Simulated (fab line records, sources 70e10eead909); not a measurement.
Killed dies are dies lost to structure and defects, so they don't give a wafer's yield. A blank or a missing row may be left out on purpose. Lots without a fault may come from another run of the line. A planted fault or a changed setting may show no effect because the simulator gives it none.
A struck lot beside a sound one | flow nand_harc | 14 steps out of a route of 1159
Sound: wafers L907.2, L907.4, L907.6. Struck: wafers L898.2, L898.5, L898.6. The cause comes at the end.
At each step with rows: each side's tool, then ch and its chambers, then its first start. Under that, the readings that differ: sound wafers | struck wafers | difference of the means | sigmas: that difference in standard deviations of wafers without a fault.
alike: readings whose means differ by less than 2 such deviations, and words and numbers that are the same on both sides. not compared: withheld readings, readings that some wafer has no value for, bounds like >300 that may hide the same value, and numbers for which the record gives no deviation and whose values overlap.
The two part at a step that has a row with sigmas, a row that says differs or no value, or rows on one side only. Numbers that don't overlap but have no deviation are shown without sigmas and don't part them. A reading that every wafer of one side lacks parts them only if that side has two wafers or more.

NHARC_A_WL_FILL_CVD_03: deposits W, target thk 40 nm, time 3302 s.
  sound on cvd_w-02 ch 0,1, day 19 10:07; struck on cvd_w-02 ch 0,1, day 17 16:29
  reading              | sound                | struck | difference                    | sigmas
  susceptor_temp_C (C) | 299.89 300.09 300.09 | - - -  | no value on the struck wafers |
  alike: heater_power_w, mfc_wf6_sccm, throttle_valve_pct
then, 1 step without rows for these wafers: NHARC_A_WL_FILL_ETCHBACK_04 (etches the open film in NF3, target depth 60 nm, time 120 s).
NHARC_A_WL_FILL_ETCHBACK_05: etches the open film in Cl2/BCl3, target depth 22 nm, time 60 s.
  sound on rie_metal-01 ch 0,1, day 19 13:12; struck on rie_metal-02 ch 0,1, day 17 19:32
  alike: chamber_pressure_mTorr, drypump_motor_current_A, oes_product_au
  not compared: rf_hours_counter_h
NHARC_A_WL_FILL_STRIP_27: strips in N2/H2, time 20 s.
  sound on plasma_asher-02 ch 0,1, day 19 13:21; struck on plasma_asher-02 ch 0,1, day 17 19:40
  alike: drypump_motor_current_A, heater_power_w
  not compared: rf_hours_counter_h
then, 4 steps without rows for these wafers: NHARC_A_WL_FILL_STRIP_28 (strips in post etch residue remover, time 1200 s); NHARC_A_WL_FILL_PRECLEAN_06 (cleans in DIW, time 300 s); NHARC_A_WL_FILL_SRD_07; NHARC_A_WL_FILL_ANNEAL_08 (time 1800 s).
NHARC_A_WL_FILL_ALD_10: deposits SiO2, target thk 50 nm, pulse time 10 s, ald cycles 500.
  sound on ald_hk-04 ch 0,1,2, day 19 16:55; struck on ald_hk-03 ch 0,2,3, day 18 02:11
  alike: heater_power_w, precursor_pulse_height_rel, susceptor_temp_C
NHARC_A_WL_FILL_ETCHBACK_16: etches the open film in C4F8/O2/Ar, target depth 88 nm, time 17.6 s.
  sound on rie_diel-11 ch 0,2,3; struck on rie_diel-08 ch 0,1,2
  alike: bias_w, chamber_pressure_mTorr, oes_product_au, rf_vpp_V
  not compared: rf_hours_counter_h
then, 1 step without rows for these wafers: NHARC_A_WL_FILL_STRIP_29 (strips in O2, time 20 s).
NHARC_A_WL_FILL_ETCHBACK_17: etches the open film in Cl2/BCl3, target depth 4 nm, time 26.7 s.
  sound on rie_metal-03 ch 1, day 19 20:46; struck on rie_metal-01 ch 0,1, day 18 05:58
  no value came back on the struck wafers for chamber_pressure_mTorr (mTorr), drypump_motor_current_A (A), oes_product_au (a.u.); on the sound wafers chamber_pressure_mTorr (mTorr) reads 10.009 9.993 9.995
  not compared: rf_hours_counter_h
then, 1 step without rows for these wafers: NHARC_A_WL_FILL_PRECLEAN_18 (cleans in dHF, time 30 s).
-- the record jumps here: 3 days lie between the struck wafers' starts before and after (it left off in module A_WL_FILL and takes up again in module END, whose first step shown is number 1159 of the route) --
NHARC_END_SORT_01:
  sound on prober-02 ch 0, day 23 18:56; struck on prober-02 ch 0, day 21 17:34
  reading             | sound    | struck                                                               | difference                   | sigmas
  hold                | - - -    | await_dispo/2.8h/scrap await_dispo/2.8h/scrap await_dispo/2.8h/scrap | no value on the sound wafers |
  killed_at_array     | 36 47 35 | 671 667 668                                                          | +629                         | +72
  killed_at_periphery | 2 2 3    | 6 10 9                                                               | +6                           | +3
  killed_dies         | 38 49 38 | 677 677 677                                                          | +635                         | +71
  alike: killed_at_other, killed_open, killed_short

WHERE THEY PART
First at NHARC_A_WL_FILL_CVD_03; last, within this record, at NHARC_END_SORT_01.

WHY: what the simulator had put in
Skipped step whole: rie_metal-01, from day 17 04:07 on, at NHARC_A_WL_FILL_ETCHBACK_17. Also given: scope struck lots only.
